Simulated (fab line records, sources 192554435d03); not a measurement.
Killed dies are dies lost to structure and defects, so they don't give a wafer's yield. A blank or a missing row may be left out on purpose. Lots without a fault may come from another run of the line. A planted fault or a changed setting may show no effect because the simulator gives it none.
Chamber matching | flow n5_finfet | N5_FIN_SAQP_ETCH_69 on rie_diel-03: 4 sister chambers
The step etches SOC in N2/H2, stops on SiNx, target depth 150 nm. 14 wafers are shown with their chamber, then 7 later ones without.

WAFERS WITH THEIR CHAMBER
wafer  | chamber | drypump_motor_current_A (A) | showerhead_plenum_p_Torr (Torr) | throttle_valve_pct (%)
L078.3 | 2       | 5.5                         | 2.68                            | 18.02
L078.4 | 3       | 5.9                         | 2.45                            | 18.06
L078.6 | 0       | 5.1                         | 2.52                            | 18.06
L083.2 | 2       | 5.5                         | 2.67                            | 18.02
L083.5 | 0       | 5.1                         | 2.51                            | 18.08
L083.6 | 2       | 5.5                         | 2.67                            | 18.03
L085.1 | 3       | 5.9                         | 2.45                            | 18.07
L085.4 | 3       | 5.9                         | 2.45                            | 18.08
L085.6 | 1       | 6.4                         | 2.51                            | 17.79
L086.1 | 2       | 5.5                         | 2.67                            | 18.03
L086.4 | 1       | 6.3                         | 2.51                            | 17.79
L086.5 | 1       | 6.3                         | 2.51                            | 17.79
L094.1 | 2       | 5.5                         | 2.66                            | 18.07
L094.4 | 3       | 5.9                         | 2.44                            | 18.11

SIGNATURES (means of the wafers above)
reading                  | chamber 0 | chamber 1 | chamber 2 | chamber 3 | scatter within a chamber
drypump_motor_current_A  | 5.100     | 6.333     | 5.500     | 5.900     | 0.0258
showerhead_plenum_p_Torr | 2.5150    | 2.5100    | 2.6700    | 2.4475    | 0.0057
throttle_valve_pct       | 18.0700   | 17.7900   | 18.0340   | 18.0800   | 0.0182
Rule: a wafer's distance from a chamber is the root of the sum, over the readings, of the square of ((its reading less the chamber's mean) divided by the reading's scatter). The wafer belongs to the nearest chamber; if the next one is less than 2 further off, it can't be placed. The scatter: the root of (the sum of the squares of (reading less its chamber's mean) over the shown wafers, divided by (wafers less chambers)).

WAFERS WITHOUT THEIR CHAMBER
wafer  | drypump_motor_current_A (A) | showerhead_plenum_p_Torr (Torr) | throttle_valve_pct (%)
L094.6 | 5.1                         | 2.50                            | 18.11
L095.2 | 5.9                         | 2.44                            | 18.10
L095.3 | 5.1                         | 2.50                            | 18.11
L095.6 | 5.5                         | 2.66                            | 18.08
L097.1 | 6.3                         | 2.50                            | 17.39
L097.4 | 5.5                         | 2.66                            | 18.09
L097.6 | 6.4                         | 2.50                            | 17.40

WHICH CHAMBER EACH WENT THROUGH
wafer  | from the rows above | in truth
L094.6 | 0                   | 0
L095.2 | 3                   | 3
L095.3 | 0                   | 0
L095.6 | 2                   | 2
L097.1 | 1                   | 1
L097.4 | 2                   | 2
L097.6 | 1                   | 1
Placed correctly: 7 of 7. Can't be placed from these rows: 0. Placed wrongly: 0.
